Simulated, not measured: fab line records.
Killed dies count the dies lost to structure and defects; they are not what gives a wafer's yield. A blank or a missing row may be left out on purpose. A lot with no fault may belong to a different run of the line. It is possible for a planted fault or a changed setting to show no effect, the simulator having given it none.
fab line records :: flow n5_finfet
record:
  lots: 6
  wafers: 18
  last_day: 18
route steps=1938 shown BEOL_M8@1377
lots with no fault: from the same line, run without faults
start_h: hours from the record's first day to the start of the lot's first wafer shown :: wait_h: time in hours since the lot's previous step :: " unchanged from the row above :: L1.1+2: a single row standing in for several wafers :: - either no value or no given start :: * or withheld: withheld :: < > ~ a bound
route shown NAME@n: NAME is a module with steps in the file, n the number in the route of the first one :: usual: the fault-free wafers' mean and standard deviation :: same: alike in all rows :: chamber/n: place in a boat :: sites: readings site by site :: _std_site: standard deviation of those values :: _edge_site: outer sites' mean less inner sites' :: radius_mm: how far each site lies from the wafer's centre :: mask NAME#n: copy n :: behind: the tool/chamber that last shaped the wafer :: hold: why the lot was held/for how many hours/how that ended :: device: transistor that didn't switch, given as n, p or np :: end of line: the tests these same wafers got at the end of their route :: a step given without rows: its recipe and nothing more :: killed: not the wafer's yield, but the dies lost to structure and defects at the first sort :: map: shows each die of a wafer: x if killed, . if not, _ if none is there
set.NAME: the run value of the setting; set.NAME@STEP: its run value at that earlier step :: model.NAME: the simulator's own value behind a step, which no gauge read
a table for each step, a row for each wafer; lots at some steps of the route
services: from which hour (start_h, from the record's first day; less than 0 if before it) a tool's chamber was out of use, for how many hours, and why
== steps ==
step: N5_BEOL_M8_TRENCH_ETCH_37
recipe:
  chemistry: C4F6/O2
  target_depth_a: 934.78
  target: SiCOH_lowk
  time_s: 31.2
  ion_energy_ev: 250
  pressure_mtorr: 30
  source_w: 345
  bias_w: 185
  Ar_flow_sccm: 300
  C4F6_flow_sccm: 10
  O2_flow_sccm: 10
step: N5_BEOL_M8_ETCH_41
recipe:
  chemistry: CH3F/O2
  target: SiCN
  target_depth_a: 319
  taper_deg: 2
  time_s: 57.8
  ion_energy_ev: 120
  mask_material: TiN
  pressure_mtorr: 30
  source_w: 395
  bias_w: 75
  Ar_flow_sccm: 150
  CH3F_flow_sccm: 30
  O2_flow_sccm: 20
usual:
  bias_w: 75.03/0.23
  chamber_pressure_mTorr: 30.00/0.031
  drypump_motor_current_A: 5.9/0.43
  oes_product_au: 0.81/0.076
  rf_vpp_V: 297.5/1.6
  showerhead_plenum_p_Torr: 2.01/0.079
  throttle_valve_pct: 16.31/0.26
lot.wafer: L306.1
tool: rie_diel-03
chamber: 2
start_h: -
wait_h: -
bias_w: 74.67
chamber_pressure_mTorr: 29.98
drypump_motor_current_A: 5.1
oes_product_au: 0.69
rf_hours_counter_h: 214
rf_vpp_V: 296.3
showerhead_plenum_p_Torr: 1.99
throttle_valve_pct: 16.42

lot.wafer: L306.3
tool: rie_diel-03
chamber: 0
start_h: -
wait_h: -
bias_w: 74.83
chamber_pressure_mTorr: 30.02
drypump_motor_current_A: 5.7
oes_product_au: 0.68
rf_hours_counter_h: 251
rf_vpp_V: 295.3
showerhead_plenum_p_Torr: 1.88
throttle_valve_pct: 16.56

lot.wafer: L306.6
tool: rie_diel-03
chamber: 1
start_h: -
wait_h: -
bias_w: 75.18
chamber_pressure_mTorr: 30.11
drypump_motor_current_A: 5.9
oes_product_au: 0.81
rf_hours_counter_h: -
rf_vpp_V: 298.3
showerhead_plenum_p_Torr: 2.04
throttle_valve_pct: 16.62

lot.wafer: L312.3
tool: rie_diel-02
chamber: 2
start_h: -
wait_h: -
bias_w: 74.87
chamber_pressure_mTorr: 29.98
drypump_motor_current_A: 6.0
oes_product_au: 0.79
rf_hours_counter_h: 153
rf_vpp_V: 298.1
showerhead_plenum_p_Torr: 2.10
throttle_valve_pct: 16.32

lot.wafer: L312.5
tool: rie_diel-02
chamber: 3
start_h: -
wait_h: -
bias_w: 75.05
chamber_pressure_mTorr: 30.07
drypump_motor_current_A: 6.3
oes_product_au: 0.86
rf_hours_counter_h: -
rf_vpp_V: 297.8
showerhead_plenum_p_Torr: 2.03
throttle_valve_pct: 16.29

lot.wafer: L312.6
tool: rie_diel-02
chamber: 2
start_h: -
wait_h: -
bias_w: 74.92
chamber_pressure_mTorr: 30.02
drypump_motor_current_A: 6.0
oes_product_au: 0.78
rf_hours_counter_h: -
rf_vpp_V: 299.2
showerhead_plenum_p_Torr: 2.10
throttle_valve_pct: 16.31

lot.wafer: L318.1
tool: rie_diel-04
chamber: 1
start_h: -
wait_h: -
bias_w: 75.09
chamber_pressure_mTorr: 30.02
drypump_motor_current_A: 6.3
oes_product_au: 0.84
rf_hours_counter_h: 90
rf_vpp_V: 297.0
showerhead_plenum_p_Torr: 2.04
throttle_valve_pct: 16.46

lot.wafer: L318.2
tool: rie_diel-04
chamber: 3
start_h: -
wait_h: -
bias_w: 75.02
chamber_pressure_mTorr: 30.02
drypump_motor_current_A: 5.3
oes_product_au: 0.83
rf_hours_counter_h: 79
rf_vpp_V: 297.6
showerhead_plenum_p_Torr: 1.94
throttle_valve_pct: 16.06

lot.wafer: L318.4
tool: rie_diel-04
chamber: 0
start_h: -
wait_h: -
bias_w: 75.10
chamber_pressure_mTorr: 30.02
drypump_motor_current_A: 6.3
oes_product_au: 0.86
rf_hours_counter_h: -
rf_vpp_V: 295.9
showerhead_plenum_p_Torr: 1.94
throttle_valve_pct: 16.02

lot.wafer: L320.4
tool: rie_diel-04
chamber: 3
start_h: -
wait_h: -
bias_w: 74.87
chamber_pressure_mTorr: 29.97
drypump_motor_current_A: 5.3
oes_product_au: 0.82
rf_hours_counter_h: -
rf_vpp_V: 295.1
showerhead_plenum_p_Torr: 1.94
throttle_valve_pct: 16.06

lot.wafer: L320.5
tool: rie_diel-04
chamber: 1
start_h: -
wait_h: -
bias_w: 75.14
chamber_pressure_mTorr: 30.02
drypump_motor_current_A: 6.3
oes_product_au: 0.84
rf_hours_counter_h: -
rf_vpp_V: 297.0
showerhead_plenum_p_Torr: 2.03
throttle_valve_pct: 16.46

lot.wafer: L320.6
tool: rie_diel-04
chamber: 0
start_h: -
wait_h: -
bias_w: 75.13
chamber_pressure_mTorr: 29.99
drypump_motor_current_A: 6.3
oes_product_au: 0.86
rf_hours_counter_h: -
rf_vpp_V: 296.2
showerhead_plenum_p_Torr: 1.94
throttle_valve_pct: 16.03

lot.wafer: L325.2
tool: rie_diel-02
chamber: 1
start_h: -
wait_h: -
bias_w: 75.62
chamber_pressure_mTorr: 30.03
drypump_motor_current_A: 6.2
oes_product_au: 0.82
rf_hours_counter_h: 72
rf_vpp_V: 301.2
showerhead_plenum_p_Torr: 2.11
throttle_valve_pct: 16.11

lot.wafer: L325.3
tool: rie_diel-02
chamber: 0
start_h: -
wait_h: -
bias_w: 74.88
chamber_pressure_mTorr: 29.98
drypump_motor_current_A: 6.3
oes_product_au: 0.68
rf_hours_counter_h: 248
rf_vpp_V: 296.4
showerhead_plenum_p_Torr: 1.89
throttle_valve_pct: 16.63

lot.wafer: L325.6
tool: rie_diel-02
chamber: 3
start_h: -
wait_h: -
bias_w: 75.50
chamber_pressure_mTorr: 30.04
drypump_motor_current_A: 6.3
oes_product_au: 0.81
rf_hours_counter_h: -
rf_vpp_V: 298.7
showerhead_plenum_p_Torr: 2.02
throttle_valve_pct: 16.36

lot.wafer: L315.1
tool: rie_diel-04
chamber: 3
start_h: -
wait_h: -
bias_w: 75.10
chamber_pressure_mTorr: 30.03
drypump_motor_current_A: 5.3
oes_product_au: 0.80
rf_hours_counter_h: 90
rf_vpp_V: 296.2
showerhead_plenum_p_Torr: 1.93
throttle_valve_pct: 16.08

lot.wafer: L315.2
tool: rie_diel-04
chamber: 0
start_h: -
wait_h: -
bias_w: 74.99
chamber_pressure_mTorr: 29.98
drypump_motor_current_A: 6.3
oes_product_au: 0.85
rf_hours_counter_h: 69
rf_vpp_V: 295.6
showerhead_plenum_p_Torr: 1.94
throttle_valve_pct: 16.04

lot.wafer: L315.6
tool: rie_diel-04
chamber: 1
start_h: -
wait_h: -
bias_w: 74.84
chamber_pressure_mTorr: 30.03
drypump_motor_current_A: 6.3
oes_product_au: 0.81
rf_hours_counter_h: -
rf_vpp_V: 297.4
showerhead_plenum_p_Torr: 2.03
throttle_valve_pct: 16.48
step: N5_BEOL_M8_STRIP_80
recipe:
  chemistry: N2/H2
  time_s: 10
  power_w: 450
  temp_c: 40
  pressure_mtorr: 20
  rf_frequency_hz: 6e+07
  bias_power_w: 7
  n2_flow_sccm: 200
  h2_flow_sccm: 200
step: N5_BEOL_M8_OCD_MEAS_38
usual:
  trench_depth_nm: 93.8/2
lot.wafer: L306.1
tool: ocd-01
chamber: -
start_h: 214.23
wait_h: -
trench_depth_nm: 91.2

lot.wafer: L306.3
tool: ocd-01
chamber: -
start_h: 214.23
wait_h: -
trench_depth_nm: 92.5

lot.wafer: L306.6
tool: ocd-01
chamber: -
start_h: 214.23
wait_h: -
trench_depth_nm: 92.2

lot.wafer: L312.3
tool: ocd-02
chamber: -
start_h: 232.09
wait_h: -
trench_depth_nm: 99.6

lot.wafer: L312.5
tool: ocd-02
chamber: -
start_h: 232.09
wait_h: -
trench_depth_nm: 93.4

lot.wafer: L312.6
tool: ocd-02
chamber: -
start_h: 232.09
wait_h: -
trench_depth_nm: 99.8

lot.wafer: L318.1
tool: ocd-01
chamber: -
start_h: 338.14
wait_h: -
trench_depth_nm: 94.7

lot.wafer: L318.2
tool: ocd-01
chamber: -
start_h: 338.14
wait_h: -
trench_depth_nm: 95.6

lot.wafer: L318.4
tool: ocd-01
chamber: -
start_h: 338.14
wait_h: -
trench_depth_nm: 94.9

lot.wafer: L320.4
tool: ocd-02
chamber: -
start_h: 347.82
wait_h: -
trench_depth_nm: 97.1

lot.wafer: L320.5
tool: ocd-02
chamber: -
start_h: 347.82
wait_h: -
trench_depth_nm: 95.6

lot.wafer: L320.6
tool: ocd-02
chamber: -
start_h: 347.82
wait_h: -
trench_depth_nm: 94.5

lot.wafer: L325.2
tool: ocd-02
chamber: -
start_h: 360.29
wait_h: -
trench_depth_nm: 94.6

lot.wafer: L325.3
tool: ocd-02
chamber: -
start_h: 360.29
wait_h: -
trench_depth_nm: 91.8

lot.wafer: L325.6
tool: ocd-02
chamber: -
start_h: 360.29
wait_h: -
trench_depth_nm: 92.5

lot.wafer: L315.1
tool: ocd-02
chamber: -
start_h: 371.60
wait_h: -
trench_depth_nm: 95.9

lot.wafer: L315.2
tool: ocd-02
chamber: -
start_h: 371.60
wait_h: -
trench_depth_nm: 94.9

lot.wafer: L315.6
tool: ocd-02
chamber: -
start_h: 371.60
wait_h: -
trench_depth_nm: 95.7
step: N5_BEOL_M8_HM_STRIP_39
recipe:
  chemistry: peroxide_tin_strip
  material: TiN
  target_depth_a: 250
  temp_c: 50
  time_s: 158
step: N5_BEOL_M8_SRD_40
recipe:
  time_s: 30
  temp_c: 23
  rinse_liquid: diw
  dry: ipa_marangoni
step: N5_BEOL_M8_PRECLEAN_42
recipe:
  chemistry: residue_remover
  time_s: 60
  temp_c: 40
step: N5_BEOL_M8_SRD_43
recipe:
  time_s: 30
  temp_c: 23
  rinse_liquid: diw
  dry: ipa_marangoni
step: N5_BEOL_M8_CD_MEAS_35
recipe:
  target_cd_nm: 40
  polarity: opening
usual:
  cd_nm: 40.3/0.62
lot.wafer: L306.1
tool: cd_sem-01
chamber: -
start_h: 214.39
wait_h: 0.0
cd_nm: 40.9

lot.wafer: L306.3
tool: cd_sem-01
chamber: -
start_h: 214.39
wait_h: 0.0
cd_nm: 40.0

lot.wafer: L306.6
tool: cd_sem-01
chamber: -
start_h: 214.39
wait_h: 0.0
cd_nm: 40.4

lot.wafer: L312.3
tool: cd_sem-03
chamber: -
start_h: 232.25
wait_h: 0.0
cd_nm: 40.5

lot.wafer: L312.5
tool: cd_sem-03
chamber: -
start_h: 232.25
wait_h: 0.0
cd_nm: 40.2

lot.wafer: L312.6
tool: cd_sem-03
chamber: -
start_h: 232.25
wait_h: 0.0
cd_nm: 40.1

lot.wafer: L318.1
tool: cd_sem-03
chamber: -
start_h: 338.29
wait_h: 0.0
cd_nm: 40.6

lot.wafer: L318.2
tool: cd_sem-03
chamber: -
start_h: 338.29
wait_h: 0.0
cd_nm: 39.6

lot.wafer: L318.4
tool: cd_sem-03
chamber: -
start_h: 338.29
wait_h: 0.0
cd_nm: 41.1

lot.wafer: L320.4
tool: cd_sem-02
chamber: -
start_h: 347.97
wait_h: 0.0
cd_nm: 39.6

lot.wafer: L320.5
tool: cd_sem-02
chamber: -
start_h: 347.97
wait_h: 0.0
cd_nm: 40.4

lot.wafer: L320.6
tool: cd_sem-02
chamber: -
start_h: 347.97
wait_h: 0.0
cd_nm: 40.5

lot.wafer: L325.2
tool: cd_sem-02
chamber: -
start_h: 360.44
wait_h: 0.0
cd_nm: 40.6

lot.wafer: L325.3
tool: cd_sem-02
chamber: -
start_h: 360.44
wait_h: 0.0
cd_nm: 40.8

lot.wafer: L325.6
tool: cd_sem-02
chamber: -
start_h: 360.44
wait_h: 0.0
cd_nm: 40.4

lot.wafer: L315.1
tool: cd_sem-02
chamber: -
start_h: 371.76
wait_h: 0.0
cd_nm: 41.2

lot.wafer: L315.2
tool: cd_sem-02
chamber: -
start_h: 371.76
wait_h: 0.0
cd_nm: 41.3

lot.wafer: L315.6
tool: cd_sem-02
chamber: -
start_h: 371.76
wait_h: 0.0
cd_nm: 41.8
step: N5_BEOL_M8_CURE_75
recipe:
  temp_c: 370
  time_s: 120
  ambient: DMADMS/He
  material: SiCOH_lowk
usual:
  lamp_power_pct: 52.31/0.059
  wafer_temp_C_max: 372.5/0.85
lot.wafer: L306.1
tool: uv_cure-03
chamber: 1
start_h: 214.43
wait_h: 0.0
lamp_power_pct: 52.33
wafer_temp_C_max: 372.0

lot.wafer: L306.3
tool: uv_cure-03
chamber: 1
start_h: 214.43
wait_h: 0.0
lamp_power_pct: 52.37
wafer_temp_C_max: 371.4

lot.wafer: L306.6
tool: uv_cure-03
chamber: 1
start_h: 214.43
wait_h: 0.0
lamp_power_pct: 52.31
wafer_temp_C_max: 372.4

lot.wafer: L312.3
tool: uv_cure-02
chamber: 0
start_h: 232.39
wait_h: 0.1
lamp_power_pct: 52.27
wafer_temp_C_max: 371.9

lot.wafer: L312.5
tool: uv_cure-02
chamber: 0
start_h: 232.39
wait_h: 0.1
lamp_power_pct: 52.27
wafer_temp_C_max: 372.7

lot.wafer: L312.6
tool: uv_cure-02
chamber: 0
start_h: 232.39
wait_h: 0.1
lamp_power_pct: 52.39
wafer_temp_C_max: 372.3

lot.wafer: L318.1
tool: uv_cure-02
chamber: 1
start_h: 338.41
wait_h: 0.1
lamp_power_pct: 52.47
wafer_temp_C_max: 372.5

lot.wafer: L318.2
tool: uv_cure-02
chamber: 1
start_h: 338.41
wait_h: 0.1
lamp_power_pct: 52.23
wafer_temp_C_max: 373.1

lot.wafer: L318.4
tool: uv_cure-02
chamber: 1
start_h: 338.41
wait_h: 0.1
lamp_power_pct: 52.19
wafer_temp_C_max: 372.4

lot.wafer: L320.4
tool: uv_cure-01
chamber: 0
start_h: 348.16
wait_h: 0.2
lamp_power_pct: 52.26
wafer_temp_C_max: 373.4

lot.wafer: L320.5
tool: uv_cure-01
chamber: 0
start_h: 348.16
wait_h: 0.2
lamp_power_pct: 52.26
wafer_temp_C_max: 372.8

lot.wafer: L320.6
tool: uv_cure-01
chamber: 0
start_h: 348.16
wait_h: 0.2
lamp_power_pct: 52.24
wafer_temp_C_max: 373.9

lot.wafer: L325.2
tool: uv_cure-01
chamber: 1
start_h: 360.58
wait_h: 0.1
lamp_power_pct: 52.32
wafer_temp_C_max: 371.5

lot.wafer: L325.3
tool: uv_cure-01
chamber: 1
start_h: 360.58
wait_h: 0.1
lamp_power_pct: 52.39
wafer_temp_C_max: 371.4

lot.wafer: L325.6
tool: uv_cure-01
chamber: 1
start_h: 360.58
wait_h: 0.1
lamp_power_pct: 52.36
wafer_temp_C_max: 372.0

lot.wafer: L315.1
tool: uv_cure-01
chamber: 0
start_h: 371.80
wait_h: 0.0
lamp_power_pct: 52.42
wafer_temp_C_max: 373.6

lot.wafer: L315.2
tool: uv_cure-01
chamber: 0
start_h: 371.80
wait_h: 0.0
lamp_power_pct: 52.21
wafer_temp_C_max: 374.2

lot.wafer: L315.6
tool: uv_cure-01
chamber: 0
start_h: 371.80
wait_h: 0.0
lamp_power_pct: 52.32
wafer_temp_C_max: 372.2
step: N5_BEOL_M8_DEGAS_44
recipe:
  ambient: vacuum
  temp_c: 250
  time_s: 60
usual:
  heater_power_w: 330/18
lot.wafer: L306.1
tool: pvd_sputter-01
chamber: -
start_h: 214.76
wait_h: 0.3
heater_power_w: 350

lot.wafer: L306.3
tool: pvd_sputter-01
chamber: -
start_h: 214.76
wait_h: 0.3
heater_power_w: 320

lot.wafer: L306.6
tool: pvd_sputter-01
chamber: -
start_h: 214.76
wait_h: 0.3
heater_power_w: 324

lot.wafer: L312.3
tool: pvd_sputter-02
chamber: -
start_h: 232.61
wait_h: 0.2
heater_power_w: 317

lot.wafer: L312.5
tool: pvd_sputter-02
chamber: -
start_h: 232.61
wait_h: 0.2
heater_power_w: 314

lot.wafer: L312.6
tool: pvd_sputter-02
chamber: -
start_h: 232.61
wait_h: 0.2
heater_power_w: 311

lot.wafer: L318.1
tool: pvd_sputter-02
chamber: -
start_h: 338.73
wait_h: 0.3
heater_power_w: 317

lot.wafer: L318.2
tool: pvd_sputter-02
chamber: -
start_h: 338.73
wait_h: 0.3
heater_power_w: 312

lot.wafer: L318.4
tool: pvd_sputter-02
chamber: -
start_h: 338.73
wait_h: 0.3
heater_power_w: 341

lot.wafer: L320.4
tool: pvd_sputter-02
chamber: -
start_h: 348.47
wait_h: 0.3
heater_power_w: 332

lot.wafer: L320.5
tool: pvd_sputter-02
chamber: -
start_h: 348.47
wait_h: 0.3
heater_power_w: 310

lot.wafer: L320.6
tool: pvd_sputter-02
chamber: -
start_h: 348.47
wait_h: 0.3
heater_power_w: 333

lot.wafer: L325.2
tool: pvd_sputter-03
chamber: -
start_h: 365.23
wait_h: 4.5
heater_power_w: 360

lot.wafer: L325.3
tool: pvd_sputter-03
chamber: -
start_h: 365.23
wait_h: 4.5
heater_power_w: 349

lot.wafer: L325.6
tool: pvd_sputter-03
chamber: -
start_h: 365.23
wait_h: 4.5
heater_power_w: 363

lot.wafer: L315.1
tool: pvd_sputter-02
chamber: -
start_h: 372.27
wait_h: 0.4
heater_power_w: 316

lot.wafer: L315.2
tool: pvd_sputter-02
chamber: -
start_h: 372.27
wait_h: 0.4
heater_power_w: 319

lot.wafer: L315.6
tool: pvd_sputter-02
chamber: -
start_h: 372.27
wait_h: 0.4
heater_power_w: 325
step: N5_BEOL_M8_PRE_CLEAN_45
recipe:
  gas: H2/He
  time_s: 30
  temp_c: 250
usual:
  heater_power_w: 330/18
lot.wafer: L306.1
tool: pvd_sputter-01
chamber: -
start_h: 214.80
wait_h: 0.0
heater_power_w: 350

lot.wafer: L306.3
tool: pvd_sputter-01
chamber: -
start_h: 214.80
wait_h: 0.0
heater_power_w: 322

lot.wafer: L306.6
tool: pvd_sputter-01
chamber: -
start_h: 214.80
wait_h: 0.0
heater_power_w: 334

lot.wafer: L312.3
tool: pvd_sputter-02
chamber: -
start_h: 232.65
wait_h: 0.0
heater_power_w: 321

lot.wafer: L312.5
tool: pvd_sputter-02
chamber: -
start_h: 232.65
wait_h: 0.0
heater_power_w: 311

lot.wafer: L312.6
tool: pvd_sputter-02
chamber: -
start_h: 232.65
wait_h: 0.0
heater_power_w: 311

lot.wafer: L318.1
tool: pvd_sputter-02
chamber: -
start_h: 338.77
wait_h: 0.0
heater_power_w: 317

lot.wafer: L318.2
tool: pvd_sputter-02
chamber: -
start_h: 338.77
wait_h: 0.0
heater_power_w: 315

lot.wafer: L318.4
tool: pvd_sputter-02
chamber: -
start_h: 338.77
wait_h: 0.0
heater_power_w: 342

lot.wafer: L320.4
tool: pvd_sputter-02
chamber: -
start_h: 348.51
wait_h: 0.0
heater_power_w: 314

lot.wafer: L320.5
tool: pvd_sputter-02
chamber: -
start_h: 348.51
wait_h: 0.0
heater_power_w: 311

lot.wafer: L320.6
tool: pvd_sputter-02
chamber: -
start_h: 348.51
wait_h: 0.0
heater_power_w: 326

lot.wafer: L325.2
tool: pvd_sputter-03
chamber: -
start_h: 365.27
wait_h: 0.0
heater_power_w: 352

lot.wafer: L325.3
tool: pvd_sputter-03
chamber: -
start_h: 365.27
wait_h: 0.0
heater_power_w: 344

lot.wafer: L325.6
tool: pvd_sputter-03
chamber: -
start_h: 365.27
wait_h: 0.0
heater_power_w: 377

lot.wafer: L315.1
tool: pvd_sputter-02
chamber: -
start_h: 372.31
wait_h: 0.0
heater_power_w: 323

lot.wafer: L315.2
tool: pvd_sputter-02
chamber: -
start_h: 372.31
wait_h: 0.0
heater_power_w: 314

lot.wafer: L315.6
tool: pvd_sputter-02
chamber: -
start_h: 372.31
wait_h: 0.0
heater_power_w: 325
step: N5_BEOL_M8_ALD_77
recipe:
  material: TaN
  target_thk_a: 20
  temp_c: 275
  ald_precursor_family: PDMAT
  ald_co_reactant: NH3
  pressure_torr: 3
  carrier_flow_sccm: 1500
  pulse_time_s: 2
  purge_time_s: 3
  co_reactant_purge_time_s: 2
  co_reactant_pulse_time_s: 3
  ald_cycles: 40
  precursor_vessel_temp_c: 75
  precursor_vessel_pressure_torr: 26.25
  precursor_vessel_carrier_sccm: 1000
usual:
  heater_power_w: 417/49
  susceptor_temp_C: 275.02/0.19
same:
  co_reactant_pulse_time_s: 3
  purge_time_s: 3
lot.wafer: L306.1
tool: ald_metal-03
chamber: 1
start_h: 214.86
wait_h: 0.0
heater_power_w: 478
susceptor_temp_C: 275.05

lot.wafer: L306.3
tool: ald_metal-03
chamber: 3
start_h: 214.86
wait_h: 0.0
heater_power_w: 404
susceptor_temp_C: 275.19

lot.wafer: L306.6
tool: ald_metal-03
chamber: 3
start_h: 214.86
wait_h: 0.0
heater_power_w: 400
susceptor_temp_C: 275.04

lot.wafer: L312.3
tool: ald_metal-02
chamber: 1
start_h: 232.72
wait_h: 0.1
heater_power_w: 389
susceptor_temp_C: 274.76

lot.wafer: L312.5
tool: ald_metal-02
chamber: 1
start_h: 232.72
wait_h: 0.1
heater_power_w: 384
susceptor_temp_C: 274.61

lot.wafer: L312.6
tool: ald_metal-02
chamber: 0
start_h: 232.72
wait_h: 0.1
heater_power_w: 419
susceptor_temp_C: 274.97

lot.wafer: L318.1
tool: ald_metal-03
chamber: 0
start_h: 338.92
wait_h: 0.1
heater_power_w: 365
susceptor_temp_C: 274.94

lot.wafer: L318.2
tool: ald_metal-03
chamber: 1
start_h: 338.92
wait_h: 0.1
heater_power_w: 502
susceptor_temp_C: 281.91

lot.wafer: L318.4
tool: ald_metal-03
chamber: 2
start_h: 338.92
wait_h: 0.1
heater_power_w: 454
susceptor_temp_C: 275.15

lot.wafer: L320.4
tool: ald_metal-03
chamber: 0
start_h: 348.57
wait_h: 0.0
heater_power_w: 359
susceptor_temp_C: 274.89

lot.wafer: L320.5
tool: ald_metal-03
chamber: 2
start_h: 348.57
wait_h: 0.0
heater_power_w: 459
susceptor_temp_C: 275.20

lot.wafer: L320.6
tool: ald_metal-03
chamber: 1
start_h: 348.57
wait_h: 0.0
heater_power_w: 482
susceptor_temp_C: 281.96

lot.wafer: L325.2
tool: ald_metal-02
chamber: 1
start_h: 365.35
wait_h: 0.1
heater_power_w: 375
susceptor_temp_C: 275.01

lot.wafer: L325.3
tool: ald_metal-02
chamber: 3
start_h: 365.35
wait_h: 0.1
heater_power_w: 372
susceptor_temp_C: 275.37

lot.wafer: L325.6
tool: ald_metal-02
chamber: 0
start_h: 365.35
wait_h: 0.1
heater_power_w: 420
susceptor_temp_C: 275.20

lot.wafer: L315.1
tool: ald_metal-02
chamber: 3
start_h: 372.41
wait_h: 0.1
heater_power_w: 377
susceptor_temp_C: 275.23

lot.wafer: L315.2
tool: ald_metal-02
chamber: 1
start_h: 372.41
wait_h: 0.1
heater_power_w: 375
susceptor_temp_C: 275.13

lot.wafer: L315.6
tool: ald_metal-02
chamber: 3
start_h: 372.41
wait_h: 0.1
heater_power_w: 374
susceptor_temp_C: 275.11
step: N5_BEOL_M8_SURFACE_TREAT_79
recipe:
  gas: Ar
  time_s: *
  ion_energy_ev: *
  ion_current_ma_cm2: 0.5
  pressure_mtorr: *
  ar_flow_sccm: 30
usual:
  throttle_valve_pct: *
lot.wafer: L306.1
tool: pvd_sputter-01
chamber: -
start_h: 215.14
wait_h: 0.2
throttle_valve_pct: *

lot.wafer: L306.3
tool: pvd_sputter-01
chamber: -
start_h: 215.14
wait_h: 0.2
throttle_valve_pct: *

lot.wafer: L306.6
tool: pvd_sputter-01
chamber: -
start_h: 215.14
wait_h: 0.2
throttle_valve_pct: *

lot.wafer: L312.3
tool: pvd_sputter-02
chamber: -
start_h: 233.00
wait_h: 0.2
throttle_valve_pct: *

lot.wafer: L312.5
tool: pvd_sputter-02
chamber: -
start_h: 233.00
wait_h: 0.2
throttle_valve_pct: *

lot.wafer: L312.6
tool: pvd_sputter-02
chamber: -
start_h: 233.00
wait_h: 0.2
throttle_valve_pct: *

lot.wafer: L318.1
tool: pvd_sputter-01
chamber: -
start_h: 339.47
wait_h: 0.4
throttle_valve_pct: *

lot.wafer: L318.2
tool: pvd_sputter-01
chamber: -
start_h: 339.47
wait_h: 0.4
throttle_valve_pct: *

lot.wafer: L318.4
tool: pvd_sputter-01
chamber: -
start_h: 339.47
wait_h: 0.4
throttle_valve_pct: *

lot.wafer: L320.4
tool: pvd_sputter-03
chamber: -
start_h: 348.91
wait_h: 0.2
throttle_valve_pct: *

lot.wafer: L320.5
tool: pvd_sputter-03
chamber: -
start_h: 348.91
wait_h: 0.2
throttle_valve_pct: *

lot.wafer: L320.6
tool: pvd_sputter-03
chamber: -
start_h: 348.91
wait_h: 0.2
throttle_valve_pct: *

lot.wafer: L325.2
tool: pvd_sputter-01
chamber: -
start_h: 365.79
wait_h: 0.3
throttle_valve_pct: *

lot.wafer: L325.3
tool: pvd_sputter-01
chamber: -
start_h: 365.79
wait_h: 0.3
throttle_valve_pct: *

lot.wafer: L325.6
tool: pvd_sputter-01
chamber: -
start_h: 365.79
wait_h: 0.3
throttle_valve_pct: *

lot.wafer: L315.1
tool: pvd_sputter-03
chamber: -
start_h: 373.59
wait_h: 1.0
throttle_valve_pct: *

lot.wafer: L315.2
tool: pvd_sputter-03
chamber: -
start_h: 373.59
wait_h: 1.0
throttle_valve_pct: *

lot.wafer: L315.6
tool: pvd_sputter-03
chamber: -
start_h: 373.59
wait_h: 1.0
throttle_valve_pct: *
== services ==
tool: rie_diel-03
chamber: 0
start_h: 229.05
hours: -
kind: clean

tool: rie_diel-03
chamber: 0
start_h: 229.05
hours: -
kind: consumable_replace:focus_ring

tool: rie_diel-03
chamber: 0
start_h: 229.05
hours: -
kind: consumable_replace:showerhead

tool: rie_diel-03
chamber: -
start_h: 246.82
hours: 1.1
kind: repair

tool: uv_cure-03
chamber: -
start_h: 252.65
hours: 0.8
kind: repair

tool: rie_diel-04
chamber: 0
start_h: 253.23
hours: 8.6
kind: repair

tool: uv_cure-01
chamber: -
start_h: 272.32
hours: 13.0
kind: repair

tool: pvd_sputter-01
chamber: -
start_h: 273.00
hours: 6.9
kind: repair

tool: rie_diel-04
chamber: -
start_h: 273.54
hours: 1.3
kind: repair

tool: ald_metal-03
chamber: 3
start_h: 287.03
hours: 5.3
kind: repair

tool: uv_cure-02
chamber: -
start_h: 287.62
hours: 10.7
kind: repair

tool: uv_cure-01
chamber: -
start_h: 287.82
hours: 0.8
kind: repair

tool: pvd_sputter-01
chamber: -
start_h: 303.61
hours: 2.6
kind: repair

tool: rie_diel-04
chamber: 2
start_h: 335.69
hours: -
kind: clean

tool: rie_diel-04
chamber: 2
start_h: 335.69
hours: -
kind: consumable_replace:focus_ring

tool: rie_diel-04
chamber: 2
start_h: 335.69
hours: -
kind: consumable_replace:showerhead

tool: rie_diel-04
chamber: 2
start_h: 335.69
hours: 20.3
kind: scheduled_down

tool: rie_diel-04
chamber: 2
start_h: 335.69
hours: 20.3
kind: vent_cycle

tool: pvd_sputter-01
chamber: -
start_h: 340.71
hours: 0.5
kind: repair

tool: pvd_sputter-01
chamber: -
start_h: 361.77
hours: 2.6
kind: repair

tool: rie_diel-02
chamber: 0
start_h: 367.04
hours: -
kind: clean

tool: rie_diel-02
chamber: 0
start_h: 367.04
hours: -
kind: consumable_replace:focus_ring

tool: rie_diel-02
chamber: 0
start_h: 367.04
hours: 15.8
kind: scheduled_down

tool: rie_diel-02
chamber: 0
start_h: 367.04
hours: 15.8
kind: vent_cycle
== key ==
first_sign:
  step: N5_BEOL_M8_ALD_77
  reading: susceptor_temp_C
  direction: up
  sigmas: 36
  usual: *
  struck: *
effect none on later readings
met_at N5_BEOL_M8_ALD_77
struck_wafers L318.2,L320.6
onset_between 214.86 338.92
fault:
  kind: process_parameter_drift
  tool: ald_metal-03
  chamber: 1
  onset_h: 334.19
  steps: N5_BEOL_M8_ALD_77
  channel: temp_c
  offset: *
  shape: step
  end_h: 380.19
  acts_in: *
  stated: *
